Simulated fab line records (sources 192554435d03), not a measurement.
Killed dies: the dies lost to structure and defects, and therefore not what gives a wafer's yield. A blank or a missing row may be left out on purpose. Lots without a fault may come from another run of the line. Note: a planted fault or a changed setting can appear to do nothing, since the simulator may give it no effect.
fab line records	flow n5Finfet
[record] lots = 7	wafers = 39
route steps=1938 shown BEOL_M3@981 BEOL_M6@1194 BEOL_M11@1536 BEOL_M12@1637 BEOL_M15@1820 PASSIVATION@1916
startH: hours from the record's opening day to when the first of the lot's shown wafers began	waitH: time in hours since the lot's previous step	" unchanged from the row above	L1.1+2: one row covering several wafers at once	- value missing, or start not given	* or withheld: withheld	< > ~ a bound
route shown NAME@n: names a module that has steps shown in the file, with the first one's number in the route	usual: average and standard deviation across the fault-free wafers	same: alike in all rows	chamber/n: place in a boat	sites: readings site by site	_std_site: the values' standard deviation	_edge_site: inner sites' mean taken away from outer sites' mean	radiusMm: how far each site lies from the wafer's centre	mask NAME#n: copy n	behind: tool/chamber where the wafer was last shaped	hold: reason for holding the lot/hours on hold/outcome of the hold	device: whichever transistor did not switch (one of n, p or np)	end of line: the same wafers' tests at the end of the route	a step with no rows: only its recipe	killed: count of dies lost to structure and defects at first sort (not the wafer's yield)	map: the dies of a wafer, with x for killed, . for not killed, _ for no die there
set.NAME: the setting as run; set.NAME@STEP: as run at that earlier step	model.NAME: the simulator's own value behind a step, which no gauge read
lots run with intentionally changed settings; tables by step, rows by wafer
[[steps]]
[step N5_BEOL_M3_ETCH_41]
[recipe] chemistry = CH3F/O2	target = SiCN	targetDepthA = 299	taperDeg = 2	timeS = 52.5	ionEnergyEv = 120	maskMaterial = TiN	pressureMtorr = 30	sourceW = 395	biasW = 75	Ar_flow_sccm = 150	CH3F_flow_sccm = 30	O2_flow_sccm = 20
lot.wafer	tool	chamber	startH	waitH	set.targetDepthA	model.etch.depthNm
L078.1	rieDiel-01	0	-	-	214.9	14.74
L078.2	"	2	"	"	299	20.18
L078.3	"	3	"	"	214.9	13.68
L078.4	"	1	"	"	214.9	13.75
L078.5	"	3	"	"	299	18.97
L078.6	"	2	"	"	299	20.23
L084.1	rieDiel-02	1	-	-	299	19.23
L084.2	"	2	"	"	125	8.468
L084.3	"	3	"	"	125	8.498
L084.4	"	3	"	"	125	8.506
L084.5	"	2	"	"	299	20.35
L084.6	"	1	"	"	299	19.06
L083.1	rieDiel-03	2	-	-	198.3	13.23
L083.2	"	1	"	"	299	19.32
L083.3	"	3	"	"	198.3	12.8
L083.4	"	3	"	"	299	19.13
L083.5	"	2	"	"	299	19.86
L083.6	"	1	"	"	198.3	12.93
L090.1	rieDiel-02	2	-	-	299	19.99
L090.3	"	1	"	"	299	18.79
L090.5	"	2	"	"	299	19.87
L095.1	rieDiel-02	2	-	-	393.2	26.26
L095.2	"	3	"	"	393.2	26.72
L095.3	"	1	"	"	299	19.2
L095.4	"	0	"	"	393.2	27.86
L095.5	"	2	"	"	299	19.89
L095.6	"	3	"	"	299	20.23
L096.1	rieDiel-02	2	-	-	299	20.33
L096.2	"	1	"	"	158	10.25
L096.3	"	0	"	"	299	21.41
L096.4	"	3	"	"	158	10.83
L096.5	"	2	"	"	299	20.1
L096.6	"	1	"	"	158	10.27
L097.1	rieDiel-03	1	-	-	420.7	27.44
L097.2	"	3	"	"	299	19.17
L097.3	"	2	"	"	420.7	27.58
L097.4	"	0	"	"	299	19.27
L097.5	"	3	"	"	420.7	27.03
L097.6	"	2	"	"	299	19.76
[step N5_BEOL_M3_DEP_57]
[recipe] material = SiCN	targetThkA = 80	tempC = withheld	precursor = 3MS/NH3	pressureTorr = 3	rfW = 202	timeS = 14
lot.wafer	tool	chamber	startH	waitH	set.timeS	model.SiCN_of_BEOL_M3_DEP_57.thkNm
L078.1+2	pecvd-02	0,1	182.76	0.0	7.653	4.2
L078.3+5+6	"	2,2,0	"	"	14	8
L078.4	"	1	"	"	7.653	4.6
L084.1+4+6	pecvd-01	1,2,1	221.11	0.0	14	8
L084.2+5	"	0	"	"	14	7.6
L084.3	"	2	"	"	14	7.8
L083.1	pecvd-02	0	221.51	0.0	11.3	6.4
L083.2	"	1	"	"	11.3	6.2
L083.3	"	2	"	"	14	8.2
L083.4+5	"	1,0	"	"	14	8
L083.6	"	2	"	"	11.3	6.8
L090.1+5	pecvd-04	0,1	245.36	0.0	14	8.2
L090.3	"	2	"	"	14	8
L095.1+3	pecvd-01	2,1	281.53	0.0	18.86	10.8
L095.2	"	0	"	"	14	7.8
L095.4+5	"	1,2	"	"	14	8
L095.6	"	0	"	"	18.86	10.6
L096.1	pecvd-01	1	287.53	0.0	10.78	6.2
L096.2	"	2	"	"	14	8
L096.3	"	0	"	"	14	7.6
L096.4	"	2	"	"	14	8.2
L096.5	"	1	"	"	10.78	6.4
L096.6	"	0	"	"	10.78	6
L097.1+6	pecvd-01	0	287.81	0.0	10.98	6
L097.2+3	"	1,2	"	"	14	8
L097.4	"	2	"	"	10.98	6.2
L097.5	"	1	"	"	14	8.2
[step N5_BEOL_M6_ILD_DEP_00]
[recipe] material = SiCOH_lowk	targetThkA = 1797.5	tempC = 300	precursor = DEMS/porogen	pressureTorr = 5	rfW = 500	timeS = 33.4
lot.wafer	tool	chamber	startH	waitH	set.targetThkA	model.SiCOH_lowk_of_BEOL_M6_ILD_DEP_00.thkNm
L078.1	pecvd-04	0	213.34	0.0	1213	125.6
L078.2	"	1	"	"	1797.5	184
L078.3	"	2	"	"	1213	123.2
L078.4	"	0	"	"	1797.5	184.6
L078.5	"	1	"	"	1797.5	185.8
L078.6	"	2	"	"	1213	126
L084.1	pecvd-03	2	242.47	0.0	1797.5	183.2
L084.2	"	0	"	"	1797.5	178.4
L084.3	"	1	"	"	1797.5	180.6
L084.4	"	2	"	"	1797.5	186.4
L084.5	"	0	"	"	1797.5	181
L084.6	"	1	"	"	1797.5	182.2
L083.1	pecvd-04	2	242.92	0.0	2749	274.4
L083.2	"	1	"	"	2749	272
L083.3+5	"	0,2	"	"	1797.5	181.6
L083.4	"	1	"	"	2749	279
L083.6	"	0	"	"	1797.5	184.2
L090.1	pecvd-01	1	270.79	0.0	1797.5	176.4
L090.3	"	2	"	"	1797.5	177.6
L090.5	"	2	"	"	1797.5	178.6
L095.1+3	pecvd-04	0,1	305.55	0.0	1797.5	183.6
L095.2	"	2	"	"	1103	114.6
L095.4	"	1	"	"	1103	117.4
L095.5	"	2	"	"	1797.5	186.6
L095.6	"	0	"	"	1103	117
L096.1	pecvd-04	0	311.19	0.0	2642	264.2
L096.2	"	1	"	"	2642	264.4
L096.3	"	2	"	"	2642	262.4
L096.4	"	0	"	"	1797.5	181.2
L096.5	"	2	"	"	1797.5	182
L096.6	"	1	"	"	1797.5	182.8
L097.1	pecvd-04	2	313.86	0.0	2580	259.2
L097.2	"	0	"	"	2580	261.2
L097.3	"	1	"	"	1797.5	184.2
L097.4	"	1	"	"	2580	262.8
L097.5	"	0	"	"	1797.5	183.2
L097.6	"	2	"	"	1797.5	185.8
[step N5_BEOL_M6_CURE_74]
[recipe] tempC = 385	timeS = 240	ambient = He/Ar	material = SiCOH_lowk
lot.wafer	tool	chamber	startH	waitH	set.targetThkA@BEOL_M6_ILD_DEP_00	model.SiCOH_lowk_of_BEOL_M6_ILD_DEP_00.thkNm
L078.1	uvCure-01	2	213.41	0.0	1213	108
L078.2	"	2	"	"	1797.5	158.6
L078.3	"	2	"	"	1213	106
L078.4	"	2	"	"	1797.5	159.4
L078.5	"	2	"	"	1797.5	160.4
L078.6	"	2	"	"	1213	108.2
L084.1	uvCure-02	0	242.53	0.0	1797.5	158
L084.2	"	0	"	"	1797.5	153.8
L084.3	"	0	"	"	1797.5	155.8
L084.4	"	0	"	"	1797.5	160.8
L084.5	"	0	"	"	1797.5	156
L084.6	"	0	"	"	1797.5	157.2
L083.1	uvCure-01	2	242.99	0.0	2749	237.8
L083.2	"	2	"	"	2749	235.8
L083.3+5	"	2	"	"	1797.5	156.6
L083.4	"	2	"	"	2749	242
L083.6	"	2	"	"	1797.5	158.8
L090.1	uvCure-01	1	270.86	0.0	1797.5	152
L090.3	"	1	"	"	1797.5	153.2
L090.5	"	1	"	"	1797.5	154
L095.1+3	uvCure-03	1	305.62	0.0	1797.5	158.4
L095.2	"	1	"	"	1103	98.4
L095.4	"	1	"	"	1103	100.8
L095.5	"	1	"	"	1797.5	161
L095.6	"	1	"	"	1103	100.6
L096.1+2	uvCure-02	1	311.29	0.1	2642	229
L096.3	"	1	"	"	2642	227.2
L096.4	"	1	"	"	1797.5	156.2
L096.5	"	1	"	"	1797.5	157
L096.6	"	1	"	"	1797.5	157.6
L097.1	uvCure-03	0	313.93	0.0	2580	224.6
L097.2	"	0	"	"	2580	226.2
L097.3	"	0	"	"	1797.5	159
L097.4	"	0	"	"	2580	227.8
L097.5	"	0	"	"	1797.5	158
L097.6	"	0	"	"	1797.5	160.2
[step N5_BEOL_M6_THK_MEAS_01]
[recipe] reads = SiCOH_lowk_of_BEOL_M6_ILD_DEP_00
[usual] M6_ILD_THK = 157.0/2.5
lot.wafer	tool	chamber	startH	waitH	set.targetThkA@BEOL_M6_ILD_DEP_00	M6_ILD_THK[nm]
L078.1	filmMetro-02	-	213.92	0.4	1213	108.0
L078.2	"	-	"	"	1797.5	158.7
L078.3	"	-	"	"	1213	106.0
L078.4	"	-	"	"	1797.5	159.1
L078.5	"	-	"	"	1797.5	160.2
L078.6	"	-	"	"	1213	108.3
L084.1	filmMetro-01	-	243.04	0.4	1797.5	158.2
L084.2	"	-	"	"	1797.5	153.8
L084.3	"	-	"	"	1797.5	155.7
L084.4	"	-	"	"	1797.5	160.8
L084.5	"	-	"	"	1797.5	156.0
L084.6	"	-	"	"	1797.5	157.1
L083.1	filmMetro-01	-	243.98	0.8	2749	237.9
L083.2	"	-	"	"	2749	235.8
L083.3	"	-	"	"	1797.5	156.6
L083.4	"	-	"	"	2749	241.9
L083.5	"	-	"	"	1797.5	156.7
L083.6	"	-	"	"	1797.5	158.9
L090.1	filmMetro-01	-	271.37	0.4	1797.5	152.1
L090.3	"	-	"	"	1797.5	153.1
L090.5	"	-	"	"	1797.5	154.1
L095.1	filmMetro-01	-	306.13	0.4	1797.5	158.3
L095.2	"	-	"	"	1103	98.4
L095.3	"	-	"	"	1797.5	158.4
L095.4	"	-	"	"	1103	100.8
L095.5	"	-	"	"	1797.5	161.0
L095.6	"	-	"	"	1103	100.6
L096.1	filmMetro-01	-	311.80	0.4	2642	229.1
L096.2	"	-	"	"	2642	229.1
L096.3	"	-	"	"	2642	227.4
L096.4	"	-	"	"	1797.5	156.2
L096.5	"	-	"	"	1797.5	157.1
L096.6	"	-	"	"	1797.5	157.6
L097.1	filmMetro-02	-	314.44	0.4	2580	224.6
L097.2	"	-	"	"	2580	226.3
L097.3	"	-	"	"	1797.5	159.1
L097.4	"	-	"	"	2580	227.6
L097.5	"	-	"	"	1797.5	158.1
L097.6	"	-	"	"	1797.5	160.2
[step N5_BEOL_M11_ILD_DEP_00]
[recipe] material = SiCOH_lowk	targetThkA = 3085.1	tempC = 300	precursor = DEMS/porogen	pressureTorr = 5	rfW = 500	timeS = 58
lot.wafer	tool	chamber	startH	waitH	set.timeS	model.SiCOH_lowk_of_BEOL_M11_ILD_DEP_00.thkNm
L078.1	pecvd-01	1	253.33	0.0	58	301.2
L078.2	"	2	"	"	58	305.8
L078.3	"	0	"	"	58	302
L078.4	"	1	"	"	58	309.2
L078.5	"	0	"	"	58	306.4
L078.6	"	2	"	"	58	311.8
L084.1	pecvd-02	0	284.67	0.0	35.49	190.2
L084.2	"	2	"	"	35.49	192.6
L084.3	"	1	"	"	58	311.4
L084.4	"	1	"	"	58	316.6
L084.5	"	0	"	"	35.49	193
L084.6	"	2	"	"	58	310.6
L083.1+2	pecvd-02	0,1	285.73	0.0	23.39	129.6
L083.3	"	2	"	"	58	305.6
L083.4	"	1	"	"	58	316.8
L083.5	"	2	"	"	23.39	130.8
L083.6	"	0	"	"	58	315.2
L090.1	pecvd-02	1	309.42	0.0	58	309.2
L090.3	"	2	"	"	58	304.6
L090.5	"	1	"	"	58	317.2
L095.1	pecvd-04	0	347.84	0.0	58	304.8
L095.2	"	2	"	"	40.52	210.2
L095.3	"	1	"	"	58	307
L095.4	"	1	"	"	58	312.2
L095.5	"	0	"	"	40.52	218
L095.6	"	2	"	"	40.52	213.2
L096.1	pecvd-01	0	353.06	0.0	58	308.2
L096.2	"	2	"	"	23.51	134
L096.3	"	0	"	"	23.51	131.4
L096.4	"	2	"	"	58	315.6
L096.5	"	2	"	"	23.51	132
L096.6	"	0	"	"	58	310.4
L097.1	pecvd-01	0	353.70	0.0	40.21	214.6
L097.2	"	2	"	"	58	308.6
L097.3	"	0	"	"	40.21	219.8
L097.4	"	2	"	"	40.21	220
L097.5	"	0	"	"	58	312.6
L097.6	"	2	"	"	58	311.2
[step N5_BEOL_M11_CURE_71]
[recipe] tempC = 385	timeS = 240	ambient = He/Ar	material = SiCOH_lowk
lot.wafer	tool	chamber	startH	waitH	set.timeS@BEOL_M11_ILD_DEP_00	model.SiCOH_lowk_of_BEOL_M11_ILD_DEP_00.thkNm
L078.1	uvCure-01	0	253.41	0.0	58	261.6
L078.2	"	0	"	"	58	265.6
L078.3	"	0	"	"	58	262.4
L078.4	"	0	"	"	58	268.6
L078.5	"	0	"	"	58	266.2
L078.6	"	0	"	"	58	270.8
L084.1	uvCure-03	0	284.74	0.0	35.49	164.2
L084.2	"	0	"	"	35.49	166.2
L084.3	"	0	"	"	58	270.6
L084.4	"	0	"	"	58	275.2
L084.5	"	0	"	"	35.49	166.4
L084.6	"	0	"	"	58	270
L083.1+2	uvCure-01	1	285.96	0.2	23.39	111.4
L083.3	"	1	"	"	58	265.4
L083.4	"	1	"	"	58	275.4
L083.5	"	1	"	"	23.39	112.4
L083.6	"	1	"	"	58	273.8
L090.1	uvCure-01	2	309.49	0.0	58	268.6
L090.3	"	2	"	"	58	264.6
L090.5	"	2	"	"	58	275.6
L095.1	uvCure-03	2	347.92	0.0	58	264.6
L095.2	"	2	"	"	40.52	181.6
L095.3	"	2	"	"	58	266.6
L095.4	"	2	"	"	58	271.2
L095.5	"	2	"	"	40.52	188.4
L095.6	"	2	"	"	40.52	184.2
L096.1	uvCure-03	2	353.16	0.1	58	267.8
L096.2	"	2	"	"	23.51	115.2
L096.3	"	2	"	"	23.51	113
L096.4	"	2	"	"	58	274.2
L096.5	"	2	"	"	23.51	113.6
L096.6	"	2	"	"	58	269.8
L097.1	uvCure-01	2	353.81	0.1	40.21	185.4
L097.2	"	2	"	"	58	268
L097.3	"	2	"	"	40.21	190
L097.4	"	2	"	"	40.21	190.2
L097.5	"	2	"	"	58	271.6
L097.6	"	2	"	"	58	270.4
[step N5_BEOL_M11_THK_MEAS_01]
[recipe] reads = SiCOH_lowk_of_BEOL_M11_ILD_DEP_00
[usual] M11_ILD_THK = 269/3.7
lot.wafer	tool	chamber	startH	waitH	set.timeS@BEOL_M11_ILD_DEP_00	M11_ILD_THK[nm]
L078.1	filmMetro-02	-	253.92	0.4	58	262
L078.2	"	-	"	"	58	266
L078.3	"	-	"	"	58	262
L078.4	"	-	"	"	58	269
L078.5	"	-	"	"	58	266
L078.6	"	-	"	"	58	271
L084.1	filmMetro-02	-	285.26	0.4	35.49	164
L084.2	"	-	"	"	35.49	166
L084.3	"	-	"	"	58	271
L084.4	"	-	"	"	58	275
L084.5	"	-	"	"	35.49	166
L084.6	"	-	"	"	58	270
L083.1	filmMetro-02	-	286.48	0.4	23.39	111
L083.2	"	-	"	"	23.39	111
L083.3	"	-	"	"	58	265
L083.4	"	-	"	"	58	275
L083.5	"	-	"	"	23.39	113
L083.6	"	-	"	"	58	274
L090.1	filmMetro-01	-	310.01	0.4	58	269
L090.3	"	-	"	"	58	265
L090.5	"	-	"	"	58	276
L095.1	filmMetro-02	-	348.43	0.4	58	265
L095.2	"	-	"	"	40.52	182
L095.3	"	-	"	"	58	267
L095.4	"	-	"	"	58	271
L095.5	"	-	"	"	40.52	188
L095.6	"	-	"	"	40.52	184
L096.1	filmMetro-02	-	353.67	0.4	58	268
L096.2	"	-	"	"	23.51	115
L096.3	"	-	"	"	23.51	113
L096.4	"	-	"	"	58	274
L096.5	"	-	"	"	23.51	114
L096.6	"	-	"	"	58	270
L097.1	filmMetro-02	-	354.32	0.4	40.21	185
L097.2	"	-	"	"	58	268
L097.3	"	-	"	"	40.21	190
L097.4	"	-	"	"	40.21	190
L097.5	"	-	"	"	58	272
L097.6	"	-	"	"	58	270
[step N5_BEOL_M12_ETCH_68]
[recipe] chemistry = N2/H2	target = SOC	maskMaterial = SiARC	sourceW = 3000	biasW = 350	tempC = 40	timeS = 285	ionEnergyEv = 200	pressureMtorr = 30	n2FlowSccm = 200	h2FlowSccm = 200
lot.wafer	tool	chamber	startH	waitH	set.targetDepthA	model.SiARC_of_BEOL_M12_COAT_66.thkNm
L078.1+2	rieDiel-04	3,1	263.07	0.1	5700	85
L078.3	"	2	"	"	5700	84.8
L078.4	"	0	"	"	3331	95.6
L078.5	"	0	"	"	3331	95.4
L078.6	"	3	"	"	3331	95
L084.1	rieDiel-05	2	293.12	0.1	6759	80.4
L084.2+3	"	0,1	"	"	5700	85.6
L084.4+5	"	0,1	"	"	6759	80.8
L084.6	"	2	"	"	5700	85.2
L083.1	rieDiel-04	1	295.48	0.1	5700	85.6
L083.2	"	0	"	"	6966	81.2
L083.3	"	3	"	"	5700	86
L083.4	"	2	"	"	6966	80.2
L083.5	"	1	"	"	6966	80.4
L083.6	"	2	"	"	5700	85.2
L090.1	rieDiel-04	2	319.75	0.1	5700	85.2
L090.3	"	0	"	"	5700	85.8
L090.5	"	1	"	"	5700	85
L095.1+6	rieDiel-04	1,3	358.18	0.1	4276	91.8
L095.2	"	0	"	"	4276	92.2
L095.3+5	"	3,0	"	"	5700	86
L095.4	"	2	"	"	5700	85
L096.1	rieDiel-05	3	363.44	0.1	8218	74.8
L096.2	"	1	"	"	5700	86
L096.3	"	2	"	"	8218	74.6
L096.4	"	0	"	"	8218	75.4
L096.5	"	1	"	"	5700	85.8
L096.6	"	0	"	"	5700	86.2
L097.1+3	rieDiel-06	0,2	364.26	0.1	5700	85.8
L097.2	"	3	"	"	5700	86.2
L097.4+5	"	1,0	"	"	5700	86
L097.6	"	1	"	"	5700	85.6
[step N5_BEOL_M15_SPUTTER_44]
[recipe] material = Ta	targetThkA = 150	tempC = 50	biasV = 80	powerW = 15000	chamberPressurePa = 0.07	timeS = 24.19
lot.wafer	tool	chamber	startH	waitH	set.targetThkA	model.Ta_of_BEOL_M15_SPUTTER_44.thkNm
L078.1	pvdSputter-03	-	288.07	0.0	99.91	10
L078.2+6	"	-	"	"	150	15
L078.3	"	-	"	"	99.91	10.2
L078.4	"	-	"	"	99.91	9.4
L078.5	"	-	"	"	150	14.6
L084.1+3+6	pvdSputter-03	-	317.39	0.0	150	15.4
L084.2	"	-	"	"	150	14.8
L084.4+5	"	-	"	"	150	15.2
L083.1	pvdSputter-01	-	317.86	0.0	176.9	18.4
L083.2+3	"	-	"	"	150	15.2
L083.4	"	-	"	"	176.9	17.8
L083.5	"	-	"	"	150	15.6
L083.6	"	-	"	"	176.9	18
L090.1+3	pvdSputter-02	-	342.95	0.0	150	15
L090.5	"	-	"	"	150	14.8
L095.1+3	pvdSputter-02	-	379.83	0.0	150	15.4
L095.2+4+6	"	-	"	"	150	15.2
L095.5	"	-	"	"	150	15
L096.1+5	pvdSputter-03	-	386.23	0.0	70.29	7.4
L096.2	"	-	"	"	70.29	7.2
L096.3+6	"	-	"	"	150	15.4
L096.4	"	-	"	"	150	14.6
L097.1+6	pvdSputter-02	-	386.45	0.0	150	15.2
L097.2	"	-	"	"	205.2	21
L097.3	"	-	"	"	150	15.4
L097.4+5	"	-	"	"	205.2	20.8
[step N5_BEOL_M15_SPUTTER_45]
[recipe] material = Cu	targetThkA = 1000	tempC = -20	biasV = 60	powerW = 26000	chamberPressurePa = 0.13	timeS = 16.67
[step N5_BEOL_M15_ECD_47]
[recipe] material = Cu	targetThkA = 18600
[step N5_BEOL_M15_ANNEAL_48]
[recipe] tempC = 225	timeS = 90	ambient = N2
[step N5_BEOL_M15_CMP_49]
[recipe] stopOn = SiO2	tOverpolishS = 4.9	downForcePsi = 2	platenRpm = 80	clearingPlatenDownForcePsi = 2	clearingPlatenRpm = 80	postCmpClean = cuAlkaline	targetThkNm = 850	clearingPlatenPadVelocityMS = 1.5917	padVelocityMS = 1.5917
[usual] barrierFieldEndpointS = 11.4/0.4
lot.wafer	tool	chamber	startH	waitH	set.targetThkA@BEOL_M15_SPUTTER_44	barrierFieldEndpointS
L078.4	cmp-04	3	288.89	0.1	99.91	9.3
L078.2	"	0	"	"	150	11.0
L078.3	"	1	"	"	99.91	9.5
L078.1	"	2	"	"	99.91	9.0
L078.6	"	3	"	"	150	11.4
L078.5	"	0	"	"	150	11.0
L084.3	cmp-02	2	318.14	0.2	150	11.6
L084.2	"	3	"	"	150	11.1
L084.4	"	0	"	"	150	11.3
L084.1	"	1	"	"	150	12.3
L084.5	"	2	"	"	150	11.6
L084.6	"	3	"	"	150	11.0
L083.2	cmp-04	0	318.60	0.2	150	11.0
L083.3	"	1	"	"	150	11.4
L083.4	"	2	"	"	176.9	12.4
L083.1	"	3	"	"	176.9	13.1
L083.6	"	0	"	"	176.9	12.2
L083.5	"	1	"	"	150	11.7
L090.1	cmp-04	0	343.87	0.3	150	11.4
L090.3	"	2	"	"	150	11.4
L090.5	"	1	"	"	150	11.2
L095.2	cmp-02	0	380.56	0.2	150	11.4
L095.4	"	1	"	"	150	12.6
L095.1	"	2	"	"	150	11.7
L095.3	"	3	"	"	150	11.2
L095.6	"	0	"	"	150	11.4
L095.5	"	1	"	"	150	12.3
L096.4	cmp-04	2	387.03	0.1	150	11.1
L096.1	"	3	"	"	70.29	8.7
L096.2	"	0	"	"	70.29	8.3
L096.3	"	1	"	"	150	11.4
L096.6	"	2	"	"	150	11.5
L096.5	"	3	"	"	70.29	8.6
L097.3	cmp-01	2	387.29	0.2	150	11.3
L097.1	"	3	"	"	150	11.4
L097.4	"	0	"	"	205.2	13.6
L097.2	"	1	"	"	205.2	14.4
L097.6	"	2	"	"	150	11.1
L097.5	"	3	"	"	205.2	13.8
[step N5_PASSIVATION_PECVD_35]
[recipe] material = SiNx	targetThkA = 7000	tempC = 400	precursor = SiH4/NH3/N2	pressureTorr = 4.9	rfW = 1406	timeS = 151.3
lot.wafer	tool	chamber	startH	waitH	set.timeS	model.SiNx_of_PASSIVATION_PECVD_35.thkNm
L078.1	pecvd-02	1	303.11	0.1	121.3	547
L078.2	"	0	"	"	121.3	526.6
L078.3	"	2	"	"	151.3	692.8
L078.4	"	2	"	"	151.3	700.6
L078.5	"	1	"	"	121.3	555.6
L078.6	"	0	"	"	151.3	686.2
L084.1	pecvd-01	2	328.21	0.1	151.3	709
L084.2	"	0	"	"	151.3	678.2
L084.3	"	1	"	"	151.3	695.4
L084.4	"	2	"	"	151.3	714.6
L084.5	"	0	"	"	151.3	697.4
L084.6	"	1	"	"	151.3	708.4
L083.1	pecvd-04	0	328.44	0.1	186.8	856.4
L083.2	"	1	"	"	151.3	695.6
L083.3	"	2	"	"	151.3	698.2
L083.4	"	2	"	"	151.3	713.6
L083.5	"	0	"	"	186.8	867.8
L083.6	"	1	"	"	186.8	875.8
L090.1	pecvd-04	0	354.76	0.1	151.3	691.6
L090.3	"	1	"	"	151.3	681.4
L090.5	"	1	"	"	151.3	697
L095.1	pecvd-01	1	391.49	0.1	151.3	694.6
L095.2	"	0	"	"	151.3	682.8
L095.3	"	2	"	"	151.3	688.8
L095.4	"	0	"	"	151.3	703.4
L095.5	"	2	"	"	151.3	705.6
L095.6	"	1	"	"	151.3	700.2
L096.1	pecvd-01	0	396.51	0.1	151.3	687.4
L096.2	"	1	"	"	74.27	334.4
L096.3	"	2	"	"	74.27	339.2
L096.4	"	2	"	"	151.3	704.8
L096.5	"	0	"	"	151.3	698.2
L096.6	"	1	"	"	74.27	338.2
L097.1	pecvd-02	1	396.74	0.1	151.3	676.8
L097.2	"	0	"	"	151.3	670.8
L097.3	"	0	"	"	151.3	678.8
L097.4	"	1	"	"	89.26	401.8
L097.5	"	1	"	"	89.26	401.6
L097.6	"	0	"	"	89.26	387.4
[[key]]
[split] step = N5_BEOL_M3_ETCH_41	setting = targetDepthA	stated = 299	by = wafer
[response] step = N5_BEOL_M3_ETCH_41	reading = model.etch.depthNm	change = +0.201	per = 1%	r = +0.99
[split] step = N5_BEOL_M3_DEP_57	setting = timeS	stated = 14	by = wafer
[response] step = N5_BEOL_M3_DEP_57	reading = model.SiCN_of_BEOL_M3_DEP_57.thkNm	change = +0.0815	per = 1%	r = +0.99
[split] step = N5_BEOL_M6_ILD_DEP_00	setting = targetThkA	stated = 1797.5	by = wafer
[response] step = N5_BEOL_M6_ILD_DEP_00	reading = model.SiCOH_lowk_of_BEOL_M6_ILD_DEP_00.thkNm	change = +1.76	per = 1%	r = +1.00
[response] step = N5_BEOL_M6_CURE_74	reading = model.SiCOH_lowk_of_BEOL_M6_ILD_DEP_00.thkNm	change = +1.54	per = 1%	r = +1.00
[response] step = N5_BEOL_M6_THK_MEAS_01	reading = M6_ILD_THK	change = +1.54	per = 1%	r = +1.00
[split] step = N5_BEOL_M11_ILD_DEP_00	setting = timeS	stated = 58	by = wafer
[response] step = N5_BEOL_M11_ILD_DEP_00	reading = model.SiCOH_lowk_of_BEOL_M11_ILD_DEP_00.thkNm	change = +3.05	per = 1%	r = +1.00
[response] step = N5_BEOL_M11_CURE_71	reading = model.SiCOH_lowk_of_BEOL_M11_ILD_DEP_00.thkNm	change = +2.68	per = 1%	r = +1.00
[response] step = N5_BEOL_M11_THK_MEAS_01	reading = M11_ILD_THK	change = +2.68	per = 1%	r = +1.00
[split] step = N5_BEOL_M12_ETCH_68	setting = targetDepthA	stated = 5700	by = wafer
[response] step = N5_BEOL_M12_ETCH_68	reading = model.SiARC_of_BEOL_M12_COAT_66.thkNm	change = -0.249	per = 1%	r = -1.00
[split] step = N5_BEOL_M15_SPUTTER_44	setting = targetThkA	stated = 150	by = wafer
[response] step = N5_BEOL_M15_SPUTTER_44	reading = model.Ta_of_BEOL_M15_SPUTTER_44.thkNm	change = +0.149	per = 1%	r = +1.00
[response] step = N5_BEOL_M15_CMP_49	reading = barrierFieldEndpointS	change = +0.0587	per = 1%	r = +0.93
[split] step = N5_PASSIVATION_PECVD_35	setting = timeS	stated = 151.3	by = wafer
[response] step = N5_PASSIVATION_PECVD_35	reading = model.SiNx_of_PASSIVATION_PECVD_35.thkNm	change = +7.01	per = 1%	r = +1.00
